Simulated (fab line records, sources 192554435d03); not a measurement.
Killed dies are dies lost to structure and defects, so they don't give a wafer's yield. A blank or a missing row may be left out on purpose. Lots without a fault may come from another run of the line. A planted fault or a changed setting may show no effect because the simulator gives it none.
One fault seen from 3 desks | flow n5_finfet | each desk has only its own numbers; what lay behind them comes last
Where a reading is given only as a bound, like >300, the bound stands for it, and a mean or a difference that rests on one is marked > or <: the true number lies beyond.

THE DEFECT DESK
What the inspections along the route counted, lot by lot: means of the sampled wafers that have a number. A lot is out of limits, marked OUT, if its mean lies more than 4 standard deviations from the usual mean; the brackets give that distance.
Columns: A = raw_defect_count at N5_DUMMY_GATE_INSPECT_27, usual 299; B = raw_defect_count at N5_SPACER0_INSPECT_04, usual 140; C = raw_defect_count at N5_SD_EPI_N_INSPECT_11, usual 1.9; D = raw_defect_count at N5_SD_EPI_P_INSPECT_26, usual 183
lot  | first seen here | A              | B             | C                      | D
L995 | day 3 19:03     | 173            | 111           | 1.3                    | 149
L997 | day 4 06:32     | 289            | 139           | 2.7                    | 229
L101 | day 5 04:49     | 276            | 126           | 2.0                    | 197
L111 | day 7 18:45     | 859 (+6.3) OUT | 792 (+20) OUT | >300 (+99 or more) OUT | 830 (+17) OUT
L112 | day 7 23:08     | 958 (+7.4) OUT | 848 (+22) OUT | >300 (+99 or more) OUT | 847 (+17) OUT
L113 | day 8 11:10     | 449            | 155           | 1.0                    | 181
L114 | day 8 12:22     | 378            | 148           | 1.3                    | 205
L115 | day 8 20:51     | 225            | 102           | 2.3                    | 195
This desk's finding: out of limits on L111, L112; first on L111, day 7 18:45 (raw_defect_count at N5_DUMMY_GATE_INSPECT_27). In limits: L995, L997, L101, L113, L114, L115.

THE TOOL OWNER'S DESK: rie_si-03
The tool's own readings at N5_DUMMY_GATE_ETCH_32 (etches SiO2 in CF4, target depth 3.5 nm, time 3.9 s): means of the sampled wafers that have a number, for each lot that ran on this tool. A lot is out of limits, marked OUT, if its mean lies more than 4 standard deviations from the usual mean; the brackets give that distance.
Columns: A = drypump_motor_current_A at N5_DUMMY_GATE_ETCH_32, usual 5.6 A; B = oes_product_au at N5_DUMMY_GATE_ETCH_32, usual 1.009 a.u.; C = throttle_valve_pct at N5_DUMMY_GATE_ETCH_32, usual 21.8 %
lot  | first seen here | A   | B     | C
L995 | day 3 18:34     | 5.5 | 1.023 | 21.7
L997 | day 4 06:04     | 5.5 | 1.019 | 21.7
L101 | day 5 04:20     | 5.4 | 1.008 | 21.4
L111 | day 7 18:11     | 5.4 | 1.020 | 21.4
L112 | day 7 22:38     | 5.6 | 1.015 | 21.7
This desk's finding: nothing out of limits on any of the 5 lots.

THE METROLOGY DESK
What the gauges read, lot by lot, whatever tool the lot ran on: means of the sampled wafers that have a number. A lot is out of limits, marked OUT, if its mean lies more than 4 standard deviations from the usual mean; the brackets give that distance. Of its 10 readings 7 are shown: those that lie furthest out on some lot.
Columns: A = DIBL_N at N5_BEOL_M4_RC_MEAS_101, usual 36.9 mV/V; B = DIBL_P at N5_BEOL_M4_RC_MEAS_101, usual 37.3 mV/V; C = IOFF_N at N5_BEOL_M4_RC_MEAS_101, usual 0.16 nA/um; D = ION_N at N5_BEOL_M4_RC_MEAS_101, usual 673 uA/um; E = SS_P at N5_BEOL_M4_RC_MEAS_101, usual 73.4 mV/dec; F = VT_N at N5_BEOL_M4_RC_MEAS_101, usual 250 mV; G = VT_P at N5_BEOL_M4_RC_MEAS_101, usual -250 mV
lot  | first seen here | A    | B    | C    | D   | E    | F   | G
L995 | day 8 18:08     | 36.7 | 38.1 | 0.17 | 676 | 73.1 | 249 | -249
L997 | day 9 07:04     | 35.4 | 34.3 | 0.15 | 670 | 72.8 | 251 | -255
L101 | day 10 06:06    | 39.6 | 42.4 | 0.24 | 693 | 75.0 | 244 | -248
L111 | day 13 02:58    | 38.1 | 37.3 | 0.16 | 681 | 73.1 | 250 | -250
L112 | day 13 16:40    | 34.8 | 34.7 | 0.14 | 668 | 73.1 | 252 | -255
L114 | day 13 19:45    | 38.5 | 38.9 | 0.17 | 668 | 74.0 | 253 | -253
L113 | day 13 20:19    | 36.5 | 38.0 | 0.15 | 671 | 73.4 | 252 | -250
L115 | day 13 23:04    | 37.1 | 36.8 | 0.14 | 662 | 73.2 | 253 | -251
This desk's finding: nothing out of limits on any of the 8 lots.

PUT TOGETHER
The defect desk could have raised an alarm at day 7 18:45, on L111, L112.
The tool owner's desk saw nothing out of limits.
The metrology desk saw nothing out of limits.
The tool owner's desk has L111, L112 on record, within its limits.
The metrology desk has L111, L112 on record, within its limits.
Of the lots named, all ran N5_DUMMY_GATE_ETCH_32 on rie_si-03.

WHAT THE SIMULATOR HAD PUT IN
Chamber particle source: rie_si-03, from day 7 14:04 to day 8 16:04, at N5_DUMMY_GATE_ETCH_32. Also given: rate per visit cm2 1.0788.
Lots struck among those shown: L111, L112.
Hours from the fault's start to each desk's first reading out of limits: the defect desk, 5.
